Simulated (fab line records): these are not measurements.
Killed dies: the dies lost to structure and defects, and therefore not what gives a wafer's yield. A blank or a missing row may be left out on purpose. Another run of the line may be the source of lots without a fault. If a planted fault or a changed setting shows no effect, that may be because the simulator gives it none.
A struck lot beside a sound one -- flow n5Finfet -- 15 out of 1938 route steps
Sound: these wafers, L396.2, L396.4, L396.6. Wafers struck: L404.1, L404.5, L404.6. The cause comes at the end.
Per side, at each step with rows, come the tool, then ch with its chambers, and then its first start. Under that, the readings that differ: sound wafers -- struck wafers -- difference of the means -- sigmas: that difference in standard deviations of wafers without a fault.
alike: words and numbers the same on both sides, and readings whose means are apart by under 2 such deviations; not compared: readings that were withheld, readings missing a value for some wafer, numbers with overlapping values and no deviation given by the record, and bounds like >300 which may hide the same value.
A row with sigmas, a row that says differs or no value, or rows on one side alone: a step with any of these is where the two part. Non-overlapping numbers with no deviation appear without sigmas and do not part them. Lack of a reading on every wafer of one side parts them only where that side has two or more wafers.

first, 3 steps without rows for these wafers: N5_DUMMY_REMOVAL_PRECLEAN_04 (cleans in DHF, time 37 s); N5_DUMMY_REMOVAL_SRD_05 (time 30 s); N5_HKMG_FIN_IL_REGROW_00 (material SiO2, chemistry O3, target thk 0.75 nm, time 30 s).
N5_HKMG_FIN_HK_ALD_01: deposits HfO2, target thk 1.6 nm, pulse time 3 s, purge time 3 s.
  sound on aldHk-03 ch 1,2,3, day 4 03:47; struck on aldHk-01 ch 1,2,3, day 5 21:44
  alike: precursorPulseHeightRel
N5_HKMG_FIN_HK_ANNEAL_02: time 30 s.
  sound on rtpAnneal-02 ch 0, day 4 04:01; struck on rtpAnneal-02 ch 0, day 5 22:02
  alike: lampPowerPct, lamp_zone_2_pct, lamp_zone_7_pct, wafer_temp_C_max
N5_HKMG_FIN_ALD_74: deposits La2O3, target thk 0.5 nm, pulse time 6 s, co reactant pulse time 1 s.
  sound on aldHk-02 ch 0,3, day 4 04:12; struck on aldHk-03 ch 2,3, day 5 22:15
  alike: heaterPowerW, precursorPulseHeightRel
N5_HKMG_FIN_ALD_75: deposits Al2O3, target thk 1 nm, co reactant pulse time 1 s.
  sound on aldHk-02 ch 0,3, day 4 04:16; struck on aldHk-03 ch 2,3, day 5 22:20
  alike: heaterPowerW, precursorPulseHeightRel
then, 5 steps without rows for these wafers: N5_HKMG_FIN_COAT_41 (time 60 s, resist thk 300 nm); N5_HKMG_FIN_COAT_42 (time 60 s, resist thk 35 nm); N5_HKMG_FIN_COAT_43 (resist thk 90 nm); N5_HKMG_FIN_EBR_45; N5_HKMG_FIN_SOFTBAKE_44 (time 60 s).
N5_HKMG_FIN_EXPOSE_46: exposes mask NDIPOLE.
  sound on arfiScanner-03 ch 0, day 4 04:37; struck on arfiScanner-03 ch 0, day 5 22:32
reading,sound,struck,difference,sigmas
model.HKMG_FIN.overlayXNm (nm),0.2 0.2 0.2,1.8 1.8 1.8,+1.6,
  alike: mask
then, 1 step without rows for these wafers: N5_HKMG_FIN_PEB_47 (peb time 60 s).
-- record jumps: 3 days separate the struck wafers' starts on either side; left off in module HKMG_FIN, taken up again in module BEOL_M4, whose first shown step is the route's number 1111 --
N5_BEOL_M4_RC_MEAS_101:
  sound on prober-02 ch 0, day 7 18:35; struck on prober-01 ch 0, day 9 10:04
reading,sound,struck,difference,sigmas
ION_N (uA/um),686 673 687,659 649 651,-29,-2
  alike: DIBL_N, DIBL_P, IOFF_N, IOFF_P, ION_P, SS_N, SS_P, VT_N, VT_P

## WHERE THEY PART
Only at N5_BEOL_M4_RC_MEAS_101, within this record.

WHY: what the simulator had put in
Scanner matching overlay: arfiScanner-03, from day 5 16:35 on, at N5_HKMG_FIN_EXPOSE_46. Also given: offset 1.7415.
